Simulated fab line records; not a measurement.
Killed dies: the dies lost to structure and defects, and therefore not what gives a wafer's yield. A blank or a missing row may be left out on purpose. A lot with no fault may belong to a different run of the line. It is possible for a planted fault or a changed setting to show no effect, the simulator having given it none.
Struck lot and sound lot, side by side -- flow nandHarc -- 18 out of 1159 route steps
Sound: these wafers, L207.1, L207.4, L207.6. Wafers L197.1, L197.3, L197.5 were the ones struck. Last of all comes the cause.
For every step that has rows: the tool of each side, followed by ch and its chambers, followed by its first start. Under that, the readings that differ: sound wafers -- struck wafers -- difference of the means -- sigmas: that difference in standard deviations of wafers without a fault.
alike: readings with means less than 2 such deviations apart, plus words and numbers identical on both sides. not compared: withheld readings, readings lacking a value on some wafer, bounds such as >300 that could conceal the same value, and numbers that have no deviation in the record and whose values overlap.
The two part at a step that has a row with sigmas, a row that says differs or no value, or rows on one side only. Non-overlapping numbers with no deviation appear without sigmas and do not part them. A reading that every wafer of one side lacks parts them only if that side has two wafers or more.

NHARC_A_M1_INSPECT_11:
  struck on defectInspect-01, day 20 00:08; sound on defectInspect-02, day 22 11:20
  alike: rawDefectCount
NHARC_A_M1_DESCUM_14: chemistry O2, time 3 s.
  sound on rieDiel-03 ch 0,1, day 22 11:23; struck on rieDiel-02 ch 0,1, day 20 00:12
  alike: drypumpMotorCurrentA, mfcArSccm, oesProductAu, rfVppV, showerheadPlenumPTorr, throttleValvePct
  not compared: rfHoursCounterH
then, 1 step without rows for these wafers: NHARC_A_M1_ETCH_35 (etches the open film in N2/H2, target depth 40 nm, overetch 12 nm, time 43.94 s).
NHARC_A_M1_ETCH_15: etches the open film in C4F8/Ar, target depth 182.5 nm, time 91.2 s.
  sound: rieDiel-03 ch 1,2,3; struck: rieDiel-02 ch 0,1,3
  alike: oesProductAu, rfVppV
  not compared: rfHoursCounterH
NHARC_A_M1_CD_MEAS_16:
  struck on cdSem-02, day 20 00:31; sound on cdSem-02, day 22 11:41
  alike: cdNm
then, 3 steps without rows for these wafers: NHARC_A_M1_STRIP_18 (strips in N2/H2); NHARC_A_M1_ETCH_28 (etches the open film in CF4/N2, target depth 30 nm, time 72.99 s); NHARC_A_M1_STRIP_19 (strips in post etch residue remover, time 600 s).
NHARC_A_M1_DEGAS_29: time 60 s.
  struck on pvdSputter-02, day 20 01:14; sound on pvdSputter-02, day 22 12:25
  alike: heaterPowerW
NHARC_A_M1_PRE_CLEAN_30: time 30 s.
  sound on pvdSputter-02; struck on pvdSputter-02
  alike: heaterPowerW
then, 1 step without rows for these wafers: NHARC_A_M1_PVD_20 (deposits TaN, target thk 5 nm, time 8.06 s).
NHARC_A_M1_PVD_21: deposits Cu, target thk 30 nm, time 20.49 s.
  sound on pvdSputter-02; struck on pvdSputter-02
  alike: throttleValvePct
NHARC_A_M1_ECD_22: material Cu, target thk 400 nm.
  sound on ecdCu-01 ch 0,1, day 22 12:48; struck on ecdCu-02 ch 0,1, day 20 01:38
  no value came back on the struck wafers for bathHeatDutyPct (%), bathTempC (C); on the sound wafers bathHeatDutyPct (%) reads 6.8 6.3 6.8
then, 1 step without rows for these wafers: NHARC_A_M1_ANNEAL_31 (time 90 s).
NHARC_A_M1_CMP_23: polishes, t overpolish 20 s, target thk 154.34 nm.
  sound on cmp-03 ch 2,3, day 22 14:08; struck on cmp-04 ch 1,2, day 20 02:24
reading,sound,struck,difference,sigmas
timeToEndpointS (s),27.2 30.8 32.1,1.2 2.2 4.0,-27.6,-11
  alike: motorCurrentA
  not compared: padLifeWafers
NHARC_A_M1_THK_MEAS_24: measures by xrf.
  struck on filmMetro-02, day 20 02:41; sound on filmMetro-02, day 22 14:28
reading,sound,struck,difference,sigmas
thkNm (nm),153.1 155.4 155.8,29.5 28.5 30.6,-125.2,-89
following that, these wafers have no rows for 1 step: NHARC_A_M1_SRD_25.
NHARC_END_SORT_01:
  sound on prober-01 ch 0, day 24 03:14; struck on prober-02 ch 0, day 21 16:56
reading,sound,struck,difference,sigmas
defectLimitedYield (%),92.9 92.3 92.5,0 0 0,-93,-58
killedAtArray,43 51 50,673 676 674,+626,+57
killedDies,48 52 51,677 677 677,+627,+57
sort_bin_2_pct (%),2.1 2.5 2.5,97.2 98.1 97.0,+95.1,+99 or more
sort_bin_4_pct (%),4.9 4.4 4.6,2.4 1.9 3.0,-2.2,-2
sortNPass,629 625 626,0 0 0,-627,-57
sortRimYieldPct (%),90.6 97.2 88.7,0 0 0,-92,-33
sortYieldPct (%),92.9 92.3 92.5,0 0 0,-93,-58
  alike: killedAtOther, killedAtPeriphery, killedOpen, killedShort, sort_bin_3_pct

WHERE THEY PART
First at NHARC_A_M1_ECD_22; last, within this record, at NHARC_END_SORT_01.

WHY: what had been put in by the simulator
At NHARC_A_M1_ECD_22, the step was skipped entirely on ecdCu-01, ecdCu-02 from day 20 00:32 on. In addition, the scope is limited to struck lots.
